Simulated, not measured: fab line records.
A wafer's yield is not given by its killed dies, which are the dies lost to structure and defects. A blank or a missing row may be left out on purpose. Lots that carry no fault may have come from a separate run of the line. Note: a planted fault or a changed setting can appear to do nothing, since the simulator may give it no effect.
What tool caused it? | flow nand harc | Sampling: 12 lots, 36 wafers, 5 of 1302 route steps

## WHAT THE GAUGES READ, wafer by wafer
NHARC_HYBRID_BOND_INSPECT_06: inspects for defects (ir void).
lot  | measured     | on                | raw defect count
L722 | day 24 01:01 | defect inspect-01 | 103 122 82
L725 | day 24 13:56 | defect inspect-01 | 168 160 144
L726 | day 25 08:13 | defect inspect-02 | 93 108 104
L727 | day 25 08:13 | defect inspect-01 | 89 72 91
L729 | day 27 22:05 | defect inspect-01 | 26 40
L731 | day 27 22:06 | defect inspect-02 | 89 75
L737 | day 29 14:26 | defect inspect-01 | 34 30 33
L738 | day 31 05:01 | defect inspect-02 | 169 209 163
L741 | day 32 16:56 | defect inspect-01 | 82 77 90
L742 | day 32 16:58 | defect inspect-01 | 120 115 92
L745 | day 33 15:05 | defect inspect-01 | 121 128 127
L744 | day 33 15:05 | defect inspect-02 | 34 35 29

NHARC_END_SORT_01.
lot  | measured     | on        | defect limited yield (%) | killed at array | killed at other | killed at periphery | killed dies | killed open | killed short | sort_bin_2_pct (%) | sort_bin_3_pct (%) | sort_bin_4_pct (%) | sort n pass | sort rim yield pct (%) | sort yield pct (%)
L729 | day 28 16:22 | prober-02 | 97 95 0                  | 16 27 23        | 0 0 0           | 5 5 654             | 21 32 677   | 6 2 2       | 3 1 5        | 0.7 1.3 98.1       | 0.3 0.6 0          | 2.1 2.8 1.9        | 656 645 0   | 96 92 0                | 97 95 0
L731 | day 28 23:31 | prober-01 | 0 92 92                  | 51 49 51        | 4 1 2           | 622 5 3             | 677 55 56   | 4 5 5       | 1 2 7        | 94.4 3.2 3.0       | 0.4 0.6 0.6        | 5.2 4.3 4.7        | 0 622 621   | 0 86 86                | 0 92 92

## WHAT TOOL EACH LOT RAN ON (gives the tool, then ch and the chambers of the sampled wafers, and finally the start)
lot  | NHARC_P_M0_PVD_21            | NHARC_THIN_TSV_DESCUM_14           | NHARC_THIN_TSV_ETCH_15
L722 | pvd sputter-03, day 6 07:44  | rie diel-08 ch 0,3, day 24 16:04   | rie si-01 ch 0,2,3, day 24 16:44
L725 | pvd sputter-01, day 7 12:19  | rie diel-11 ch 1,2,3, day 24 17:17 | rie si-06 ch 0,2,3, day 24 17:56
L726 | pvd sputter-02, day 8 00:34  | rie diel-08 ch 0,1,3, day 25 11:04 | rie si-06 ch 0,1,2, day 25 11:43
L727 | pvd sputter-03, day 8 07:05  | rie diel-08 ch 0,2, day 25 12:28   | rie si-05 ch 0,2,3, day 25 13:08
L729 | pvd sputter-01, day 9 07:43  | rie diel-05 ch 1,2, day 28 02:01   | rie si-01 ch 3, day 28 02:48
L731 | pvd sputter-01, day 9 21:16  | rie diel-11 ch 0,2, day 28 03:21   | rie si-06 ch 1, day 28 04:00
L737 | pvd sputter-03, day 12 08:20 | rie diel-05 ch 0,1,2, day 29 17:10 | rie si-01 ch 0,2,3, day 29 17:49
L738 | pvd sputter-01, day 13 00:05 | rie diel-11 ch 1,2,3, day 31 07:52 | rie si-06 ch 1,2,3, day 31 08:32
L741 | pvd sputter-01, day 14 05:12 | rie diel-11 ch 1,2, day 32 22:46   | rie si-06 ch 0,1, day 32 23:26
L742 | pvd sputter-01, day 14 09:36 | rie diel-08 ch 0,1,3, day 32 23:58 | rie si-05 ch 0,1,2, day 33 00:37
L745 | pvd sputter-01, day 15 12:48 | rie diel-08 ch 0,1,2, day 33 19:02 | rie si-05 ch 0,1, day 33 19:40
L744 | pvd sputter-02, day 15 13:40 | rie diel-11 ch 0,2,3, day 33 17:50 | rie si-01 ch 0,1, day 33 18:38
- NHARC_P_M0_PVD_21: deposits Cu, target thk 30 nm, time 20.49 s.
- NHARC_THIN_TSV_DESCUM_14: chemistry O2, time 3 s.
- NHARC_THIN_TSV_ETCH_15: target depth 3000 nm, bosch target overetch cycles 2, bosch etch step 2.8 s.

## AS READ BY THE TOOLS THEMSELVES (means over the sampled wafers that have a number; for cases with no such wafer, the mark the record gives instead)
NHARC_P_M0_PVD_21.
lot  | tool           | throttle valve pct (%)
L722 | pvd sputter-03 | 30.5
L725 | pvd sputter-01 | 29.7
L726 | pvd sputter-02 | 30.3
L727 | pvd sputter-03 | 30.0
L729 | pvd sputter-01 | 30.0
L731 | pvd sputter-01 | 30.3
L737 | pvd sputter-03 | 30.1
L738 | pvd sputter-01 | 30.2
L741 | pvd sputter-01 | 31.4
L742 | pvd sputter-01 | 30.9
L745 | pvd sputter-01 | 30.7
L744 | pvd sputter-02 | 31.4

NHARC_THIN_TSV_DESCUM_14.
lot  | tool        | drypump motor current A (A) | oes product au (a.u.) | rf vpp V (V) | showerhead plenum p Torr (Torr) | throttle valve pct (%)
L722 | rie diel-08 | 6.11                        | 0.996                 | 57.8         | 1.96                            | 11.311
L725 | rie diel-11 | 5.74                        | 1.005                 | 58.4         | 1.86                            | 11.306
L726 | rie diel-08 | 6.06                        | 1.007                 | 57.6         | 1.93                            | 11.319
L727 | rie diel-08 | 6.19                        | 1.002                 | 58.2         | 1.97                            | 11.313
L729 | rie diel-05 | 5.87                        | 1.010                 | 56.4         | 1.81                            | 11.324
L731 | rie diel-11 | 5.88                        | 0.994                 | 57.2         | 1.88                            | 11.319
L737 | rie diel-05 | 5.84                        | 0.992                 | 57.9         | 1.80                            | 11.319
L738 | rie diel-11 | 5.74                        | 1.005                 | 57.4         | 1.86                            | 11.318
L741 | rie diel-11 | 5.92                        | 0.999                 | 57.2         | 1.87                            | 11.309
L742 | rie diel-08 | 6.07                        | 0.995                 | 57.6         | 1.93                            | 11.303
L745 | rie diel-08 | 6.15                        | 1.006                 | 58.0         | 1.93                            | 11.315
L744 | rie diel-11 | 5.72                        | 0.998                 | 56.7         | 1.86                            | 11.319

NHARC_THIN_TSV_ETCH_15.
lot  | tool      | drypump motor current A (A)
L722 | rie si-01 | 5.6
L725 | rie si-06 | 5.6
L726 | rie si-06 | 5.7
L727 | rie si-05 | 5.5
L729 | rie si-01 | 5.3
L731 | rie si-06 | 6.2
L737 | rie si-01 | 5.6
L738 | rie si-06 | 6.0
L741 | rie si-06 | 5.7
L742 | rie si-05 | 5.4
L745 | rie si-05 | 5.0
L744 | rie si-01 | 5.8

## THE ANSWER, worked out from the rows above alone
Rule: the lots themselves supply what counts as usual. The widest of any qualifying gaps counts: lots, ordered by their means at a reading, are off when they make up no more than a third of the lots, leave a main group of 4 or more, and stand apart from it by 3 or more times the standard deviation of that group's means. A main group whose means are all the same, to the digits that the tables above print for the reading, isn't used. Also off: a lot with no number at a reading for which 4 or more lots have one. All remaining lots with rows at the step are treated as sound. First the gauges in route order, then the tools' own readings, where a lot's mean is used as printed above. At the first step where some lot is off, the reading lying furthest off is the one used; lots without a number count as furthest.
No lot is off at any reading shown: from this, nothing can be told.

## WHAT THE SIMULATOR PUT IN
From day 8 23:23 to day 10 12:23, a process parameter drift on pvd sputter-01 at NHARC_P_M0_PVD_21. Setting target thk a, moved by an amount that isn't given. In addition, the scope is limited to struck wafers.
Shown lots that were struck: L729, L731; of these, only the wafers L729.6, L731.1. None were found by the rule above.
